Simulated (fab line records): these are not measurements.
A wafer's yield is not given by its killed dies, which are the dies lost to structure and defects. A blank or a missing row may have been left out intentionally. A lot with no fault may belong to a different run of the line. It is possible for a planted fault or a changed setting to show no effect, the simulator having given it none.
What tool caused it?    flow n5 finfet    12 lots, 35 wafers sampled, at 2 steps of a route of 1938

## WHAT THE GAUGES READ, wafer by wafer
N5_BEOL_M15_CD_MEAS_28 targets a cd of 407.6 nm. Usual: cd nm 410.0 nm, standard deviation 2.
lot   measured      on         cd nm (nm)         flag
L131  day 10 21:50  cd sem-02  412.5 412.0 410.5  
L132  day 11 10:57  cd sem-01  411.4 409.8 412.7  
L134  day 11 12:37  cd sem-02  410.4 413.2 410.3  
L137  day 12 06:47  cd sem-02  407.3 406.0 410.6  
L136  day 12 14:00  cd sem-02  409.5 406.5        
L138  day 13 09:16  cd sem-02  411.4 412.3 412.2  
L141  day 13 15:28  cd sem-02  409.2 410.7 411.1  
L142  day 13 22:31  cd sem-03  411.2 412.0 409.2  
L143  day 13 20:13  cd sem-02  409.8 411.9 408.2  
L149  day 16 01:56  cd sem-01  407.7 407.3 407.6  
L154  day 17 04:41  cd sem-01  409.7 408.0 407.6  
L153  day 17 01:20  cd sem-01  407.9 410.2 408.3  

## TOOL THAT RAN EACH LOT (tool first, then ch and the chambers of the sampled wafers, then the start)
lot   N5_BEOL_M9_PRE_CLEAN_45
L131  pvd sputter-03, day 9 09:49
L132  pvd sputter-03, day 9 16:31
L134  pvd sputter-03, day 9 22:33
L137  pvd sputter-03, day 10 14:34
L136  pvd sputter-03, day 10 22:53
L138  pvd sputter-03, day 11 17:47
L141  pvd sputter-03, day 12 05:42
L142  pvd sputter-03, day 12 09:41
L143  pvd sputter-01, day 12 11:58
L149  pvd sputter-01, day 14 12:31
L154  pvd sputter-03, day 15 12:28
L153  pvd sputter-03, day 15 12:32
- N5_BEOL_M9_PRE_CLEAN_45: time 30 s.

## AS READ BY THE TOOLS THEMSELVES (means over the sampled wafers that have a number; for cases with no such wafer, the mark the record gives instead)
N5_BEOL_M9_PRE_CLEAN_45. Usual: heater power w 323 W, standard deviation 26.
lot   tool            heater power w (W)  flag
L131  pvd sputter-03  330                 
L132  pvd sputter-03  324                 
L134  pvd sputter-03  309                 
L137  pvd sputter-03  310                 
L136  pvd sputter-03  310                 
L138  pvd sputter-03  323                 
L141  pvd sputter-03  313                 
L142  pvd sputter-03  330                 
L143  pvd sputter-01  362                 
L149  pvd sputter-01  365                 
L154  pvd sputter-03  321                 
L153  pvd sputter-03  312                 

## THE ANSWER, worked out from the rows above alone
Rule: lot off if the mean of its wafers having a number is beyond 3 standard deviations from the usual mean. A lot without any number at a reading at which 4 lots or more have one is off too. Where the step has rows for the other lots, those lots are counted as sound. First the gauges in route order, then the tools' own readings, where a lot's mean is used as printed above. At the first step where some lot is off, the reading lying furthest off is the one used; lots without a number count as furthest.
No lot is off at any reading shown: from this, nothing can be told.

## WHAT THE SIMULATOR PUT IN
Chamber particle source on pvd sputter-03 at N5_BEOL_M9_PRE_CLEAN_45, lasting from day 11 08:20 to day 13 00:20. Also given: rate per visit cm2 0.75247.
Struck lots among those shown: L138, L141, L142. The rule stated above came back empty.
